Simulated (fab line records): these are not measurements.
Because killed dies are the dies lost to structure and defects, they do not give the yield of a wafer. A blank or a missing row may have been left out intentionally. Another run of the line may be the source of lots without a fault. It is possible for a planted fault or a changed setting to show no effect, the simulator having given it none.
Chamber matching -- flow n5 finfet -- N5_BEOL_M1_STRIP_36 on rie diel-03 has 4 sister chambers
The step strips in N2/H2. 24 wafers are shown with their chamber, then 12 later ones without.

== WAFERS WITH THEIR CHAMBER ==
wafer,chamber,throttle valve pct (%),drypump motor current A (A),showerhead plenum p Torr (Torr)
L074.3,2,23.0,6.2,2.57
L074.4,2,23.0,6.2,2.57
L074.5,3,24.0,6.4,2.51
L076.3,2,23.0,6.2,2.57
L076.5,2,23.0,6.2,2.57
L076.6,0,23.5,6.4,2.42
L078.2,2,23.0,6.2,2.56
L078.5,2,23.0,6.2,2.56
L078.6,0,23.5,6.4,2.42
L082.2,0,23.5,6.4,2.41
L082.3,2,23.0,6.2,2.56
L082.5,1,23.4,5.8,2.62
L084.2,2,23.0,6.2,2.56
L084.3,1,23.4,5.8,2.62
L084.4,0,23.5,6.4,2.41
L087.2,1,23.4,5.8,2.62
L087.3,3,24.1,6.5,2.49
L087.5,3,24.0,6.4,2.49
L089.1,0,23.5,6.4,2.41
L089.2,1,23.4,5.8,2.62
L089.3,3,24.1,6.4,2.49
L090.1,3,24.0,6.4,2.49
L090.2,1,23.4,5.8,2.62
L090.3,0,23.5,6.4,2.41

SIGNATURES (averages over the wafers above)
reading,chamber 0,chamber 1,chamber 2,chamber 3,scatter within a chamber
throttle valve pct,23.500,23.400,23.000,24.040,0.0245
drypump motor current A,6.400,5.800,6.200,6.420,0.02
showerhead plenum p Torr,2.4133,2.6200,2.5650,2.4940,0.00572
Rule: for a wafer and a chamber, the distance is found by dividing, reading by reading, the gap between the wafer's reading and the chamber's mean by the reading's scatter, squaring, summing and taking the root. The wafer belongs to the nearest chamber; if the next one is less than 2 further off, it can't be placed. How the scatter is found: for the shown wafers, subtract from each reading the mean of its chamber, square and add these, divide the total by (wafers less chambers), then take the root.

== WAFERS WITH NO CHAMBER GIVEN ==
wafer,throttle valve pct (%),drypump motor current A (A),showerhead plenum p Torr (Torr)
L091.1,23.5,5.8,2.62
L091.5,24.1,6.5,2.49
L091.6,23.5,6.4,2.41
L094.1,22.8,6.2,2.56
L094.2,23.4,5.7,2.61
L094.4,22.8,6.2,2.56
L095.1,23.4,5.8,2.61
L095.3,23.6,6.4,2.41
L095.4,23.6,6.4,2.40
L096.2,23.5,6.4,2.40
L096.3,23.5,5.8,2.61
L096.6,23.5,5.8,2.61

== WHICH CHAMBER EACH WENT THROUGH ==
wafer,from the rows above,in truth
L091.1,1,1
L091.5,3,3
L091.6,0,0
L094.1,2,2
L094.2,1,1
L094.4,2,2
L095.1,1,1
L095.3,0,0
L095.4,0,0
L096.2,0,0
L096.3,1,1
L096.6,1,1
Placed correctly: 12 of 12. Can't be placed from these rows: 0. Number placed wrongly: 0.
